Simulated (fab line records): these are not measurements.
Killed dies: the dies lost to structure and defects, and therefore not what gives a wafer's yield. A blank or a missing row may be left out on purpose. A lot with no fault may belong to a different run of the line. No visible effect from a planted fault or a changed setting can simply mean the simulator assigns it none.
Matching of chambers	flow n5 finfet	N5_GATE_CUT_STRIP_41 on rie diel-01 has 4 sister chambers
The step strips in CF4. 18 wafers are shown with their chamber, then 9 later ones without.

## WAFERS, EACH WITH ITS CHAMBER
wafer	chamber	drypump motor current A (A)	showerhead plenum p Torr (Torr)	oes product au (a.u.)
L075.2	2	6.3	1.75	0.178
L075.4	0	5.7	1.79	0.165
L075.6	2	6.3	1.75	0.181
L077.1	3	5.4	1.80	0.171
L077.2	0	5.7	1.79	0.159
L077.6	3	5.4	1.80	0.170
L079.1	0	5.7	1.79	0.161
L079.2	3	5.4	1.80	0.167
L079.3	1	5.5	1.78	0.171
L086.1	0	5.6	1.78	0.159
L086.3	2	6.3	1.75	0.176
L086.5	2	6.3	1.75	0.181
L087.1	1	5.5	1.78	0.175
L087.2	2	6.3	1.75	0.182
L087.3	0	5.7	1.78	0.163
L094.2	3	5.4	1.79	0.164
L094.3	1	5.5	1.78	0.165
L094.5	3	5.4	1.79	0.169

SIGNATURES (means of the wafers above)
reading	chamber 0	chamber 1	chamber 2	chamber 3	scatter within a chamber
drypump motor current A	5.680	5.500	6.300	5.400	0.0239
showerhead plenum p Torr	1.7860	1.7800	1.7500	1.7960	0.00414
oes product au	0.16140	0.17033	0.17960	0.16820	0.00309
Rule: for a wafer and a chamber, the distance is found by dividing, reading by reading, the gap between the wafer's reading and the chamber's mean by the reading's scatter, squaring, summing and taking the root. If the next closest chamber is less than 2 further off than the closest, the wafer can't be placed; otherwise it belongs to the closest. The scatter: the root of (the sum of the squares of (reading less its chamber's mean) over the shown wafers, divided by (wafers less chambers)).

## WAFERS WITHOUT THEIR CHAMBER
wafer	drypump motor current A (A)	showerhead plenum p Torr (Torr)	oes product au (a.u.)
L095.1	5.4	1.79	0.173
L095.3	5.5	1.78	0.163
L095.6	5.4	1.79	0.173
L096.2	5.5	1.77	0.168
L096.3	5.4	1.79	0.163
L096.6	5.5	1.77	0.167
L097.1	6.2	1.74	0.175
L097.3	5.4	1.79	0.171
L097.6	5.5	1.77	0.167

## WHICH CHAMBER EACH WENT THROUGH
wafer	from the rows above	in truth
L095.1	3	3
L095.3	1	1
L095.6	3	3
L096.2	1	1
L096.3	3	3
L096.6	1	1
L097.1	2	2
L097.3	3	3
L097.6	1	1
Placed correctly: 9 of 9. Can't be placed from these rows: 0. 0 placed wrongly.
